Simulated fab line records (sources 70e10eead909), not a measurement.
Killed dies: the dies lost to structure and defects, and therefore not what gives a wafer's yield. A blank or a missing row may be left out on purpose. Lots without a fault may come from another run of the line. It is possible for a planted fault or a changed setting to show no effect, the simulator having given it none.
Chamber matching / flow nandHarc / 4 sister chambers for NHARC_A_CHANNEL_HOLE_D1_ETCH_39 on rieDiel-01
The step etches the open film in N2/H2, target depth 260 nm, time 325 s. 17 wafers are shown with their chamber, then 8 later ones without.

WAFERS PAIRED WITH THEIR CHAMBERS
wafer=L949.1; chamber=1; drypumpMotorCurrentA (A)=5.6; showerheadPlenumPTorr (Torr)=2.07; rfVppV (V)=432.3
wafer=L949.2; chamber=2; drypumpMotorCurrentA (A)=6.4; showerheadPlenumPTorr (Torr)=2.09; rfVppV (V)=432.2
wafer=L949.3; chamber=0; drypumpMotorCurrentA (A)=5.3; showerheadPlenumPTorr (Torr)=2.15; rfVppV (V)=434.0
wafer=L950.2; chamber=0; drypumpMotorCurrentA (A)=5.2; showerheadPlenumPTorr (Torr)=2.15; rfVppV (V)=434.4
wafer=L950.5; chamber=3; drypumpMotorCurrentA (A)=5.6; showerheadPlenumPTorr (Torr)=2.12; rfVppV (V)=432.6
wafer=L950.6; chamber=0; drypumpMotorCurrentA (A)=5.3; showerheadPlenumPTorr (Torr)=2.15; rfVppV (V)=434.0
wafer=L955.1; chamber=1; drypumpMotorCurrentA (A)=5.6; showerheadPlenumPTorr (Torr)=2.07; rfVppV (V)=431.3
wafer=L955.2; chamber=0; drypumpMotorCurrentA (A)=5.2; showerheadPlenumPTorr (Torr)=2.15; rfVppV (V)=433.9
wafer=L955.5; chamber=3; drypumpMotorCurrentA (A)=5.6; showerheadPlenumPTorr (Torr)=2.12; rfVppV (V)=431.5
wafer=L956.1; chamber=0; drypumpMotorCurrentA (A)=5.2; showerheadPlenumPTorr (Torr)=2.15; rfVppV (V)=434.8
wafer=L956.2; chamber=1; drypumpMotorCurrentA (A)=5.6; showerheadPlenumPTorr (Torr)=2.07; rfVppV (V)=430.3
wafer=L956.6; chamber=0; drypumpMotorCurrentA (A)=5.1; showerheadPlenumPTorr (Torr)=2.15; rfVppV (V)=433.4
wafer=L957.1; chamber=0; drypumpMotorCurrentA (A)=5.2; showerheadPlenumPTorr (Torr)=2.15; rfVppV (V)=432.9
wafer=L957.3; chamber=3; drypumpMotorCurrentA (A)=5.6; showerheadPlenumPTorr (Torr)=2.12; rfVppV (V)=431.4
wafer=L957.5; chamber=0; drypumpMotorCurrentA (A)=5.2; showerheadPlenumPTorr (Torr)=2.15; rfVppV (V)=433.0
wafer=L958.4; chamber=0; drypumpMotorCurrentA (A)=5.2; showerheadPlenumPTorr (Torr)=2.15; rfVppV (V)=434.3
wafer=L958.5; chamber=2; drypumpMotorCurrentA (A)=6.4; showerheadPlenumPTorr (Torr)=2.08; rfVppV (V)=432.2

SIGNATURES (means of the wafers above)
reading=drypumpMotorCurrentA; chamber 0=5.211; chamber 1=5.600; chamber 2=6.400; chamber 3=5.600; scatter within a chamber=0.0471
reading=showerheadPlenumPTorr; chamber 0=2.1500; chamber 1=2.0700; chamber 2=2.0850; chamber 3=2.1200; scatter within a chamber=0.00196
reading=rfVppV; chamber 0=433.856; chamber 1=431.300; chamber 2=432.200; chamber 3=431.833; scatter within a chamber=0.689
Rule: for a wafer and a chamber, the distance is found by dividing, reading by reading, the gap between the wafer's reading and the chamber's mean by the reading's scatter, squaring, summing and taking the root. The wafer belongs to the nearest chamber; if the next one is less than 2 further off, it can't be placed. How the scatter is found: for the shown wafers, subtract from each reading the mean of its chamber, square and add these, divide the total by (wafers less chambers), then take the root.

WAFERS WITHOUT THEIR CHAMBER
wafer=L958.6; drypumpMotorCurrentA (A)=5.6; showerheadPlenumPTorr (Torr)=2.12; rfVppV (V)=435.6
wafer=L964.1; drypumpMotorCurrentA (A)=5.2; showerheadPlenumPTorr (Torr)=2.14; rfVppV (V)=433.2
wafer=L964.4; drypumpMotorCurrentA (A)=5.5; showerheadPlenumPTorr (Torr)=2.07; rfVppV (V)=433.1
wafer=L964.5; drypumpMotorCurrentA (A)=5.6; showerheadPlenumPTorr (Torr)=2.07; rfVppV (V)=431.1
wafer=L965.2; drypumpMotorCurrentA (A)=6.4; showerheadPlenumPTorr (Torr)=2.08; rfVppV (V)=430.8
wafer=L965.4; drypumpMotorCurrentA (A)=5.2; showerheadPlenumPTorr (Torr)=2.14; rfVppV (V)=432.9
wafer=L965.5; drypumpMotorCurrentA (A)=5.6; showerheadPlenumPTorr (Torr)=2.06; rfVppV (V)=431.1
wafer=L966.5; drypumpMotorCurrentA (A)=5.6; showerheadPlenumPTorr (Torr)=2.06; rfVppV (V)=431.1

WHICH CHAMBER EACH ONE RAN IN
wafer=L958.6; from the rows above=3; in truth=3
wafer=L964.1; from the rows above=0; in truth=0
wafer=L964.4; from the rows above=1; in truth=1
wafer=L964.5; from the rows above=1; in truth=1
wafer=L965.2; from the rows above=2; in truth=2
wafer=L965.4; from the rows above=0; in truth=0
wafer=L965.5; from the rows above=1; in truth=1
wafer=L966.5; from the rows above=1; in truth=1
Placed correctly: 8 of 8. Not placeable from these rows: 0. Wrongly placed: 0.
